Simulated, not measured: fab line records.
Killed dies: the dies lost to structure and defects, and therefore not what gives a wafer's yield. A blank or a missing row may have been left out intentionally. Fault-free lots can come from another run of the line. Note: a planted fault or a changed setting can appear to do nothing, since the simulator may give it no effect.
Matching of chambers | flow nand_harc | 4 sister chambers for NHARC_A_DECK1_JOINT_CMP_13 on cmp-04
The step polishes, target thk 51.023 nm. 16 wafers are shown with their chamber, then 8 later ones without.

## WAFERS WITH THEIR CHAMBER
wafer  | chamber | motor_current_A (A) | time_to_endpoint_s (s)
L077.2 | 1       | 12.8                | 16.0
L077.4 | 0       | 10.4                | 7.7
L077.6 | 1       | 13.1                | 12.2
L078.3 | 2       | 12.6                | 10.2
L078.4 | 1       | 13.3                | 13.1
L078.6 | 2       | 13.8                | 8.4
L080.1 | 0       | 10.7                | 6.4
L080.3 | 2       | 12.5                | 6.8
L080.5 | 1       | 13.5                | 13.6
L085.1 | 1       | 13.0                | 10.4
L085.2 | 0       | 10.2                | 3.5
L085.4 | 3       | 14.5                | 3.7
L087.1 | 0       | 10.9                | 8.8
L087.4 | 2       | 12.8                | 7.3
L087.6 | 2       | 13.1                | 10.2
L091.1 | 1       | 13.7                | 11.7

SIGNATURES (means of the wafers above)
reading            | chamber 0 | chamber 1 | chamber 2 | chamber 3 | scatter within a chamber
motor_current_A    | 10.550    | 13.233    | 12.960    | 14.500    | 0.402
time_to_endpoint_s | 6.600     | 12.833    | 8.580     | 3.700     | 1.92
Rule: for each reading, subtract the chamber's mean from the wafer's reading, divide by that reading's scatter and square the result; add these up over the readings and take the root, which gives the wafer's distance from the chamber. The wafer belongs to the nearest chamber; if the next one is less than 2 further off, it can't be placed. The scatter is the square root of a quotient: the sum, over the shown wafers, of each reading's squared deviation from its chamber's mean, divided by wafers minus chambers.

## WAFERS WHOSE CHAMBER IS MISSING
wafer  | motor_current_A (A) | time_to_endpoint_s (s)
L091.2 | 10.1                | 4.8
L091.3 | 13.0                | 7.8
L092.4 | 13.3                | 11.8
L092.5 | 15.2                | 10.2
L092.6 | 9.4                 | 9.5
L094.1 | 12.6                | 14.0
L094.3 | 13.5                | 8.9
L094.4 | 10.1                | 8.8

## WHICH CHAMBER EACH WENT THROUGH
wafer  | from the rows above          | in truth
L091.2 | 0                            | 0
L091.3 | 2                            | 2
L092.4 | can't be placed: 1 or 2      | 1
L092.5 | can't be placed: 3 or 1 or 2 | 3
L092.6 | 0                            | 0
L094.1 | can't be placed: 1 or 2      | 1
L094.3 | can't be placed: 2 or 1      | 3
L094.4 | 0                            | 0
Placed correctly: 4 of 8. Cannot be placed on the basis of these rows: 4; the candidates contain the true chamber in 3. Number placed wrongly: 0.
